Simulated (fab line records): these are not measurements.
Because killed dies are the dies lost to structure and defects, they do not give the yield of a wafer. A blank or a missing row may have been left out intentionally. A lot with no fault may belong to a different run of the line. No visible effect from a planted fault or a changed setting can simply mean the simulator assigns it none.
fab line records || flow nand_harc
record: {"lots": 6, "wafers": 18, "last_day": 24}
route steps=1159 shown P_CONTACT@249 P_M0@253
lots untouched by any fault: they come from a run of this same line in which no faults occurred
start_h: hours from the record's opening day to when the first of the lot's shown wafers began || wait_h: how many hours have passed since the lot's step before this one || " unchanged from the row above || L1.1+2: a single row standing in for several wafers || - either no value or no given start || * or withheld: withheld || < > ~ a bound
route shown NAME@n: NAME is a module with steps in the file, n the number in the route of the first one || usual: the fault-free wafers' mean and standard deviation || same: alike in all rows || chamber/n: place in a boat || sites: per-site readings || _std_site: the standard deviation of these || _edge_site: the outer-site mean with the inner-site mean subtracted || radius_mm: how far each site lies from the wafer's centre || mask NAME#n: copy n || behind: tool/chamber where the wafer was last shaped || hold: cause of the lot's hold/its duration in hours/its outcome || device: whichever transistor did not switch (one of n, p or np) || end of line: the tests these same wafers got at the end of their route || a step given without rows: its recipe and nothing more || killed: count of dies lost to structure and defects at first sort (not the wafer's yield) || map: shows each die of a wafer: x if killed, . if not, _ if none is there
set.NAME: the setting the step ran with; set.NAME@STEP: the setting that earlier step ran with || model.NAME: the simulator's own value behind a step, which no gauge read
certain route steps with their lots: each step a table, each wafer a row
services: from which hour (start_h, from the record's first day; less than 0 if before it) a tool's chamber was out of use, for how many hours, and why
== steps ==
step: NHARC_P_CONTACT_CMP_24
recipe: {"t_overpolish_s": 30, "target_thk_nm": 200}
usual: {"motor_current_A": "11.9/1.2", "overpolish_run_s": "30.000/0.0086", "retaining_ring_pressure_frac": "1.000/0.0046", "time_to_endpoint_s": "39/3.6"}
{"lot.wafer": "L638.4", "tool": "cmp-03", "chamber": 0, "start_h": 123.87, "wait_h": 0.3, "motor_current_A": 11.7, "overpolish_run_s": 30.002, "retaining_ring_pressure_frac": 1.003, "time_to_endpoint_s": 38}
{"lot.wafer": "L638.3", "tool": "cmp-03", "chamber": 1, "start_h": 123.87, "wait_h": 0.3, "motor_current_A": 12.8, "overpolish_run_s": 29.998, "retaining_ring_pressure_frac": 1.005, "time_to_endpoint_s": 35}
{"lot.wafer": "L638.6", "tool": "cmp-03", "chamber": 3, "start_h": 123.87, "wait_h": 0.3, "motor_current_A": 13.1, "overpolish_run_s": 29.994, "retaining_ring_pressure_frac": 0.996, "time_to_endpoint_s": 38}
{"lot.wafer": "L639.2", "tool": "cmp-03", "chamber": 3, "start_h": 124.40, "wait_h": 0.6, "motor_current_A": 13.8, "overpolish_run_s": 30.007, "retaining_ring_pressure_frac": 0.993, "time_to_endpoint_s": 41}
{"lot.wafer": "L639.3", "tool": "cmp-03", "chamber": 0, "start_h": 124.40, "wait_h": 0.6, "motor_current_A": 11.4, "overpolish_run_s": 30.000, "retaining_ring_pressure_frac": 1.001, "time_to_endpoint_s": 41}
{"lot.wafer": "L639.5", "tool": "cmp-03", "chamber": 1, "start_h": 124.40, "wait_h": 0.6, "motor_current_A": 12.8, "overpolish_run_s": 29.998, "retaining_ring_pressure_frac": 0.999, "time_to_endpoint_s": 38}
{"lot.wafer": "L653.4", "tool": "cmp-02", "chamber": 0, "start_h": 217.02, "wait_h": 0.3, "motor_current_A": 10.8, "overpolish_run_s": 29.983, "retaining_ring_pressure_frac": 1.003, "time_to_endpoint_s": 43}
{"lot.wafer": "L653.3", "tool": "cmp-02", "chamber": 2, "start_h": 217.02, "wait_h": 0.3, "motor_current_A": 12.3, "overpolish_run_s": 29.996, "retaining_ring_pressure_frac": 0.999, "time_to_endpoint_s": 37}
{"lot.wafer": "L653.5", "tool": "cmp-02", "chamber": 1, "start_h": 217.02, "wait_h": 0.3, "motor_current_A": 11.6, "overpolish_run_s": 30.000, "retaining_ring_pressure_frac": 1.001, "time_to_endpoint_s": 43}
{"lot.wafer": "L655.3", "tool": "cmp-02", "chamber": 0, "start_h": 218.82, "wait_h": 0.3, "motor_current_A": 10.3, "overpolish_run_s": 29.988, "retaining_ring_pressure_frac": 0.994, "time_to_endpoint_s": 39}
{"lot.wafer": "L655.2", "tool": "cmp-02", "chamber": 1, "start_h": 218.82, "wait_h": 0.3, "motor_current_A": 11.7, "overpolish_run_s": 30.002, "retaining_ring_pressure_frac": 1.008, "time_to_endpoint_s": 41}
{"lot.wafer": "L655.1", "tool": "cmp-02", "chamber": 2, "start_h": 218.82, "wait_h": 0.3, "motor_current_A": 13.0, "overpolish_run_s": 30.001, "retaining_ring_pressure_frac": 1.001, "time_to_endpoint_s": 36}
{"lot.wafer": "L658.3", "tool": "cmp-01", "chamber": 0, "start_h": 230.91, "wait_h": 0.3, "motor_current_A": 12.7, "overpolish_run_s": 30.000, "retaining_ring_pressure_frac": 1.008, "time_to_endpoint_s": 42}
{"lot.wafer": "L658.1", "tool": "cmp-01", "chamber": 2, "start_h": 230.91, "wait_h": 0.3, "motor_current_A": 12.5, "overpolish_run_s": 30.002, "retaining_ring_pressure_frac": 0.999, "time_to_endpoint_s": 37}
{"lot.wafer": "L658.6", "tool": "cmp-01", "chamber": 3, "start_h": 230.91, "wait_h": 0.3, "motor_current_A": 10.2, "overpolish_run_s": 30.001, "retaining_ring_pressure_frac": 1.001, "time_to_endpoint_s": 33}
{"lot.wafer": "L660.4", "tool": "cmp-03", "chamber": 2, "start_h": 246.19, "wait_h": 0.3, "motor_current_A": 11.3, "overpolish_run_s": 30.013, "retaining_ring_pressure_frac": 0.993, "time_to_endpoint_s": 38}
{"lot.wafer": "L660.5", "tool": "cmp-03", "chamber": 0, "start_h": 246.19, "wait_h": 0.3, "motor_current_A": 12.0, "overpolish_run_s": 30.002, "retaining_ring_pressure_frac": 1.000, "time_to_endpoint_s": 43}
{"lot.wafer": "L660.6", "tool": "cmp-03", "chamber": 1, "start_h": 246.19, "wait_h": 0.3, "motor_current_A": 13.0, "overpolish_run_s": 30.013, "retaining_ring_pressure_frac": 1.004, "time_to_endpoint_s": 35}
step: NHARC_P_CONTACT_SRD_26
step: NHARC_P_CONTACT_INSPECT_27
usual: {"raw_defect_count": "349/120"}
{"lot.wafer": "L638.3", "tool": "defect_inspect-01", "chamber": "-", "start_h": 124.22, "wait_h": 0.1, "raw_defect_count": 372}
{"lot.wafer": "L638.4", "tool": "defect_inspect-01", "chamber": "-", "start_h": 124.22, "wait_h": 0.1, "raw_defect_count": 331}
{"lot.wafer": "L638.6", "tool": "defect_inspect-01", "chamber": "-", "start_h": 124.22, "wait_h": 0.1, "raw_defect_count": 384}
{"lot.wafer": "L639.2", "tool": "defect_inspect-01", "chamber": "-", "start_h": 124.76, "wait_h": 0.1, "raw_defect_count": 225}
{"lot.wafer": "L639.3", "tool": "defect_inspect-01", "chamber": "-", "start_h": 124.76, "wait_h": 0.1, "raw_defect_count": 252}
{"lot.wafer": "L639.5", "tool": "defect_inspect-01", "chamber": "-", "start_h": 124.76, "wait_h": 0.1, "raw_defect_count": 418}
{"lot.wafer": "L653.3", "tool": "defect_inspect-02", "chamber": "-", "start_h": 217.43, "wait_h": 0.1, "raw_defect_count": 293}
{"lot.wafer": "L653.4", "tool": "defect_inspect-02", "chamber": "-", "start_h": 217.43, "wait_h": 0.1, "raw_defect_count": 603}
{"lot.wafer": "L653.5", "tool": "defect_inspect-02", "chamber": "-", "start_h": 217.43, "wait_h": 0.1, "raw_defect_count": 198}
{"lot.wafer": "L655.1", "tool": "defect_inspect-01", "chamber": "-", "start_h": 219.22, "wait_h": 0.1, "raw_defect_count": 278}
{"lot.wafer": "L655.2", "tool": "defect_inspect-01", "chamber": "-", "start_h": 219.22, "wait_h": 0.1, "raw_defect_count": 320}
{"lot.wafer": "L655.3", "tool": "defect_inspect-01", "chamber": "-", "start_h": 219.22, "wait_h": 0.1, "raw_defect_count": 327}
{"lot.wafer": "L658.1", "tool": "defect_inspect-01", "chamber": "-", "start_h": 231.29, "wait_h": 0.1, "raw_defect_count": 291}
{"lot.wafer": "L658.3", "tool": "defect_inspect-01", "chamber": "-", "start_h": 231.29, "wait_h": 0.1, "raw_defect_count": 375}
{"lot.wafer": "L658.6", "tool": "defect_inspect-01", "chamber": "-", "start_h": 231.29, "wait_h": 0.1, "raw_defect_count": 300}
{"lot.wafer": "L660.4", "tool": "defect_inspect-01", "chamber": "-", "start_h": 246.55, "wait_h": 0.1, "raw_defect_count": 258}
{"lot.wafer": "L660.5", "tool": "defect_inspect-01", "chamber": "-", "start_h": 246.55, "wait_h": 0.1, "raw_defect_count": 209}
{"lot.wafer": "L660.6", "tool": "defect_inspect-01", "chamber": "-", "start_h": 246.55, "wait_h": 0.1, "raw_defect_count": 244}
step: NHARC_P_M0_DEP_00
recipe: {"target_thk_a": 1500, "target_thk_nm": 150, "temp_c": "withheld", "pressure_torr": 5, "flow_sccm": 200, "rf_w": 600, "material": "SiOC"}
step: NHARC_P_M0_DEHYDRATE_01
recipe: {"temp_c": 150, "time_s": 120}
step: NHARC_P_M0_HMDS_02
recipe: {"time_s": 30}
step: NHARC_P_M0_COAT_33
recipe: {"temp_c": 200, "time_s": 65}
step: NHARC_P_M0_COAT_03
recipe: {"spin_rpm": 1500, "resist_thk_nm": 90}
step: NHARC_P_M0_SOFTBAKE_04
recipe: {"temp_c": 105, "time_s": 55}
step: NHARC_P_M0_EBR_05
step: NHARC_P_M0_EXPOSE_06
recipe: {"na": 1.35, "target_cd_nm": 90, "dose_mj": 81.28, "mask_id": "P_M0"}
step: NHARC_P_M0_PEB_07
recipe: {"peb_temp_c": 100, "peb_time_s": 65}
usual: {"chill_plate_temp_C": "22.99/0.11", "heater_power_total_W": "156.6/0.42", "plate_temp_C": "99.99/0.14"}
{"lot.wafer": "L638.3", "tool": "litho_track-06", "chamber": 0, "start_h": 125.10, "wait_h": 0.0, "chill_plate_temp_C": 23.04, "heater_power_total_W": 156.5, "plate_temp_C": 99.93}
{"lot.wafer": "L638.4", "tool": "litho_track-06", "chamber": 0, "start_h": 125.10, "wait_h": 0.0, "chill_plate_temp_C": 22.79, "heater_power_total_W": 156.1, "plate_temp_C": 100.00}
{"lot.wafer": "L638.6", "tool": "litho_track-06", "chamber": 0, "start_h": 125.10, "wait_h": 0.0, "chill_plate_temp_C": 22.92, "heater_power_total_W": 156.0, "plate_temp_C": 100.27}
{"lot.wafer": "L639.2", "tool": "litho_track-04", "chamber": 0, "start_h": 125.59, "wait_h": 0.1, "chill_plate_temp_C": 23.05, "heater_power_total_W": 157.1, "plate_temp_C": 100.09}
{"lot.wafer": "L639.3", "tool": "litho_track-04", "chamber": 0, "start_h": 125.59, "wait_h": 0.1, "chill_plate_temp_C": 22.94, "heater_power_total_W": 157.2, "plate_temp_C": 99.89}
{"lot.wafer": "L639.5", "tool": "litho_track-04", "chamber": 0, "start_h": 125.59, "wait_h": 0.1, "chill_plate_temp_C": 23.04, "heater_power_total_W": 156.4, "plate_temp_C": 99.92}
{"lot.wafer": "L653.3", "tool": "litho_track-06", "chamber": 0, "start_h": 218.33, "wait_h": 0.0, "chill_plate_temp_C": 23.12, "heater_power_total_W": 149.0, "plate_temp_C": 95.90}
{"lot.wafer": "L653.4", "tool": "litho_track-06", "chamber": 0, "start_h": 218.33, "wait_h": 0.0, "chill_plate_temp_C": 23.03, "heater_power_total_W": 149.0, "plate_temp_C": 96.23}
{"lot.wafer": "L653.5", "tool": "litho_track-06", "chamber": 0, "start_h": 218.33, "wait_h": 0.0, "chill_plate_temp_C": 22.96, "heater_power_total_W": 148.4, "plate_temp_C": 95.84}
{"lot.wafer": "L655.1", "tool": "litho_track-06", "chamber": 0, "start_h": 220.04, "wait_h": 0.1, "chill_plate_temp_C": 22.99, "heater_power_total_W": 147.9, "plate_temp_C": 96.48}
{"lot.wafer": "L655.2", "tool": "litho_track-06", "chamber": 0, "start_h": 220.04, "wait_h": 0.1, "chill_plate_temp_C": 23.01, "heater_power_total_W": 148.3, "plate_temp_C": 96.43}
{"lot.wafer": "L655.3", "tool": "litho_track-06", "chamber": 0, "start_h": 220.04, "wait_h": 0.1, "chill_plate_temp_C": 23.07, "heater_power_total_W": 147.9, "plate_temp_C": 96.37}
{"lot.wafer": "L658.1", "tool": "litho_track-01", "chamber": 0, "start_h": 231.98, "wait_h": 0.1, "chill_plate_temp_C": 23.04, "heater_power_total_W": 157.1, "plate_temp_C": 99.77}
{"lot.wafer": "L658.3", "tool": "litho_track-01", "chamber": 0, "start_h": 231.98, "wait_h": 0.1, "chill_plate_temp_C": 23.11, "heater_power_total_W": 157.0, "plate_temp_C": 99.88}
{"lot.wafer": "L658.6", "tool": "litho_track-01", "chamber": 0, "start_h": 231.98, "wait_h": 0.1, "chill_plate_temp_C": 23.00, "heater_power_total_W": 156.1, "plate_temp_C": 99.83}
{"lot.wafer": "L660.4", "tool": "litho_track-01", "chamber": 0, "start_h": 247.39, "wait_h": 0.0, "chill_plate_temp_C": 22.97, "heater_power_total_W": 156.7, "plate_temp_C": 100.00}
{"lot.wafer": "L660.5", "tool": "litho_track-01", "chamber": 0, "start_h": 247.39, "wait_h": 0.0, "chill_plate_temp_C": 23.02, "heater_power_total_W": 156.3, "plate_temp_C": 99.81}
{"lot.wafer": "L660.6", "tool": "litho_track-01", "chamber": 0, "start_h": 247.39, "wait_h": 0.0, "chill_plate_temp_C": 23.03, "heater_power_total_W": 156.3, "plate_temp_C": 99.93}
step: NHARC_P_M0_DEVELOP_08
recipe: {"develop_time_s": 35, "dev_temp_c": 23}
== services ==
{"tool": "litho_track-06", "chamber": "-", "start_h": 117.00, "hours": 7.0, "kind": "pm"}
{"tool": "cmp-01", "chamber": "-", "start_h": 117.07, "hours": 3.2, "kind": "repair"}
{"tool": "cmp-02", "chamber": "-", "start_h": 128.50, "hours": 4.0, "kind": "pm"}
{"tool": "cmp-02", "chamber": "-", "start_h": 132.50, "hours": "-", "kind": "consumable_replace:conditioner"}
{"tool": "cmp-02", "chamber": "-", "start_h": 132.50, "hours": "-", "kind": "consumable_replace:pad"}
{"tool": "cmp-01", "chamber": "-", "start_h": 133.97, "hours": 3.2, "kind": "repair"}
{"tool": "cmp-01", "chamber": "-", "start_h": 140.08, "hours": 0.4, "kind": "repair"}
{"tool": "litho_track-04", "chamber": "-", "start_h": 141.00, "hours": 7.0, "kind": "pm"}
{"tool": "cmp-01", "chamber": "-", "start_h": 148.99, "hours": 0.5, "kind": "repair"}
{"tool": "cmp-03", "chamber": "-", "start_h": 156.93, "hours": 4.0, "kind": "pm"}
{"tool": "cmp-03", "chamber": "-", "start_h": 160.93, "hours": "-", "kind": "consumable_replace:conditioner"}
{"tool": "cmp-03", "chamber": "-", "start_h": 160.93, "hours": "-", "kind": "consumable_replace:pad"}
{"tool": "cmp-02", "chamber": "-", "start_h": 164.89, "hours": 2.2, "kind": "repair"}
{"tool": "cmp-01", "chamber": "-", "start_h": 179.50, "hours": 4.0, "kind": "pm"}
{"tool": "cmp-01", "chamber": "-", "start_h": 183.50, "hours": "-", "kind": "consumable_replace:conditioner"}
{"tool": "cmp-01", "chamber": "-", "start_h": 183.50, "hours": "-", "kind": "consumable_replace:pad"}
{"tool": "cmp-02", "chamber": "-", "start_h": 192.04, "hours": 3.8, "kind": "repair"}
{"tool": "cmp-02", "chamber": "-", "start_h": 212.71, "hours": 2.3, "kind": "repair"}
{"tool": "cmp-02", "chamber": "-", "start_h": 226.50, "hours": 4.0, "kind": "pm"}
{"tool": "cmp-02", "chamber": "-", "start_h": 230.50, "hours": "-", "kind": "consumable_replace:conditioner"}
{"tool": "cmp-02", "chamber": "-", "start_h": 230.50, "hours": "-", "kind": "consumable_replace:pad"}
== key ==
first_sign: {"step": "NHARC_P_M0_PEB_07", "reading": "plate_temp_C", "direction": "down", "sigmas": 28, "usual": "*", "struck": "*"}
effect: {"step": "NHARC_P_M0_PEB_07", "reading": "heater_power_total_W", "direction": "down", "sigmas": 20, "usual": "*", "struck": "*"}
met_at NHARC_P_M0_PEB_07
struck_wafers L653.3,L653.4,L653.5,L655.1,L655.2,L655.3
rows_end L655.1,L655.2,L655.3
sort_left_out L653.3,L653.4,L653.5
onset_between 125.10 218.33
earlier_fault: {"kind": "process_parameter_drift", "tool": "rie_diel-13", "chamber": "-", "onset_h": 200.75, "steps": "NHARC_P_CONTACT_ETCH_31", "channel": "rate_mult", "offset": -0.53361, "shape": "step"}
fault: {"kind": "process_parameter_drift", "tool": "litho_track-06", "chamber": "-", "onset_h": 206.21, "steps": "NHARC_P_M0_PEB_07", "channel": "peb_temp_c", "offset": "*", "shape": "step", "acts_in": "*", "stated": "*"}
sort_left_out: the simulated sort isn't trusted on such a fault, so these wafers' sort isn't shown, and their yield isn't known
rows_end: these wafers met a further fault down the route, and their rows from its step on are left out
